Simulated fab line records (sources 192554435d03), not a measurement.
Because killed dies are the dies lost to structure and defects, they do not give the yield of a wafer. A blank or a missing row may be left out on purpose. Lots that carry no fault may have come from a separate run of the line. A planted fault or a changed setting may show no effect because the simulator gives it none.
Split-lot trial :: flow n5_finfet :: route with 1938 steps; 7 lots, 21 wafers read

== ON THE SPLIT ==
At N5_BEOL_M4_COAT_05 (resist thk 30 nm), the setting spin_rpm was moved away from the recipe's 1500 rpm on 10 of the 21 wafers read, by -9.0% to +9.0%. The other wafers ran this setting at the recipe's value.

The split's own step is where the reading is taken.

== THE READING ==
CAR-EUV_of_BEOL_M4_COAT_05.thk_nm (the simulator's own value, which no gauge read), in nm, at N5_BEOL_M4_COAT_05 (resist thk 30 nm). The file does not state a usual value for it. The 11 wafers here that ran the recipe average 30.0 nm, standard deviation 0.13 nm.

wafer: L079.1
tool, chamber at the split: litho_track-01, 0
spin_rpm as run, rpm: 1429
against the recipe: -4.7%
CAR-EUV_of_BEOL_M4_COAT_05.thk_nm, nm: 30.8
against lot-mates on the recipe: +0.8

wafer: L079.6
tool, chamber at the split: litho_track-01, 0
spin_rpm as run, rpm: 1429
against the recipe: -4.7%
CAR-EUV_of_BEOL_M4_COAT_05.thk_nm, nm: 30.8
against lot-mates on the recipe: +0.8

wafer: L079.2
tool, chamber at the split: litho_track-01, 0
spin_rpm as run, rpm: 1500
against the recipe: recipe
CAR-EUV_of_BEOL_M4_COAT_05.thk_nm, nm: 30
against lot-mates on the recipe: -

wafer: L080.2
tool, chamber at the split: litho_track-05, 0
spin_rpm as run, rpm: 1614
against the recipe: +7.6%
CAR-EUV_of_BEOL_M4_COAT_05.thk_nm, nm: 28.8
against lot-mates on the recipe: -1.0

wafer: L080.3
tool, chamber at the split: litho_track-05, 0
spin_rpm as run, rpm: 1614
against the recipe: +7.6%
CAR-EUV_of_BEOL_M4_COAT_05.thk_nm, nm: 28.8
against lot-mates on the recipe: -1.0

wafer: L080.5
tool, chamber at the split: litho_track-05, 0
spin_rpm as run, rpm: 1500
against the recipe: recipe
CAR-EUV_of_BEOL_M4_COAT_05.thk_nm, nm: 29.8
against lot-mates on the recipe: -

wafer: L082.2
tool, chamber at the split: litho_track-01, 0
spin_rpm as run, rpm: 1369
against the recipe: -8.7%
CAR-EUV_of_BEOL_M4_COAT_05.thk_nm, nm: 31.6
against lot-mates on the recipe: no lot-mate on the recipe

wafer: L082.3
tool, chamber at the split: litho_track-01, 0
spin_rpm as run, rpm: 1369
against the recipe: -8.7%
CAR-EUV_of_BEOL_M4_COAT_05.thk_nm, nm: 31.4
against lot-mates on the recipe: no lot-mate on the recipe

wafer: L082.5
tool, chamber at the split: litho_track-01, 0
spin_rpm as run, rpm: 1369
against the recipe: -8.7%
CAR-EUV_of_BEOL_M4_COAT_05.thk_nm, nm: 31.4
against lot-mates on the recipe: no lot-mate on the recipe

wafer: L085.1
tool, chamber at the split: litho_track-04, 0
spin_rpm as run, rpm: 1500
against the recipe: recipe
CAR-EUV_of_BEOL_M4_COAT_05.thk_nm, nm: 30
against lot-mates on the recipe: -

wafer: L085.2
tool, chamber at the split: litho_track-04, 0
spin_rpm as run, rpm: 1500
against the recipe: recipe
CAR-EUV_of_BEOL_M4_COAT_05.thk_nm, nm: 30
against lot-mates on the recipe: -

wafer: L085.5
tool, chamber at the split: litho_track-04, 0
spin_rpm as run, rpm: 1365
against the recipe: -9.0%
CAR-EUV_of_BEOL_M4_COAT_05.thk_nm, nm: 31.6
against lot-mates on the recipe: +1.6

wafer: L093.2
tool, chamber at the split: litho_track-01, 0
spin_rpm as run, rpm: 1500
against the recipe: recipe
CAR-EUV_of_BEOL_M4_COAT_05.thk_nm, nm: 30.2
against lot-mates on the recipe: -

wafer: L093.4
tool, chamber at the split: litho_track-01, 0
spin_rpm as run, rpm: 1500
against the recipe: recipe
CAR-EUV_of_BEOL_M4_COAT_05.thk_nm, nm: 30.2
against lot-mates on the recipe: -

wafer: L093.5
tool, chamber at the split: litho_track-01, 0
spin_rpm as run, rpm: 1500
against the recipe: recipe
CAR-EUV_of_BEOL_M4_COAT_05.thk_nm, nm: 30.2
against lot-mates on the recipe: -

wafer: L094.1
tool, chamber at the split: litho_track-04, 0
spin_rpm as run, rpm: 1500
against the recipe: recipe
CAR-EUV_of_BEOL_M4_COAT_05.thk_nm, nm: 30
against lot-mates on the recipe: -

wafer: L094.5
tool, chamber at the split: litho_track-04, 0
spin_rpm as run, rpm: 1500
against the recipe: recipe
CAR-EUV_of_BEOL_M4_COAT_05.thk_nm, nm: 30
against lot-mates on the recipe: -

wafer: L094.3
tool, chamber at the split: litho_track-04, 0
spin_rpm as run, rpm: 1500
against the recipe: recipe
CAR-EUV_of_BEOL_M4_COAT_05.thk_nm, nm: 29.8
against lot-mates on the recipe: -

wafer: L097.2
tool, chamber at the split: litho_track-05, 0
spin_rpm as run, rpm: 1500
against the recipe: recipe
CAR-EUV_of_BEOL_M4_COAT_05.thk_nm, nm: 30
against lot-mates on the recipe: -

wafer: L097.3
tool, chamber at the split: litho_track-05, 0
spin_rpm as run, rpm: 1635
against the recipe: +9.0%
CAR-EUV_of_BEOL_M4_COAT_05.thk_nm, nm: 28.8
against lot-mates on the recipe: -1.2

wafer: L097.6
tool, chamber at the split: litho_track-05, 0
spin_rpm as run, rpm: 1635
against the recipe: +9.0%
CAR-EUV_of_BEOL_M4_COAT_05.thk_nm, nm: 28.8
against lot-mates on the recipe: -1.2

THE FIT
A straight line over all 21 wafers: CAR-EUV_of_BEOL_M4_COAT_05.thk_nm changes by -0.158 nm for each +1% of spin_rpm; r = -0.99; the points scatter about the line by 0.13 nm.
The same after taking each lot's own level away (the mean of its wafers on the recipe; 18 wafers): -0.148 nm for each +1%; r = -0.99; scatter 0.09 nm.
According to that fit, moving spin_rpm by its largest amount changes the reading by 1.3 nm.
Across the lots, their own levels run from 29.80 to 30.20 nm, a range of 3.0 times the standard deviation given above.
The two slopes agree, so the slope changes little with the lot-to-lot level.
Check: with one of the wafers moved furthest among these (+9.0%) left out of the fit, the line predicts -1.3 nm for it against its lot-mates. It came out at -1.2 nm against them.

== FURTHER SPLITS ON THESE WAFERS ==
Note: prior to the reading, these wafers also went through further splits. Each is held against what the fit with the lots' levels taken away leaves over:
other split on the same wafers: N5_BEOL_M1_COAT_68 spin_rpm
wafers away from the commonest value: 8
r with CAR-EUV_of_BEOL_M4_COAT_05.thk_nm (lot level and that fit taken away): +0.14

other split on the same wafers: N5_BEOL_M3_EXPOSE_08 dose_mj
wafers away from the commonest value: 8
r with CAR-EUV_of_BEOL_M4_COAT_05.thk_nm (lot level and that fit taken away): -0.33

== FILE'S OWN FIT ==
CAR-EUV_of_BEOL_M4_COAT_05.thk_nm changes by -0.151 nm for each +1% of spin_rpm, r = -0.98.
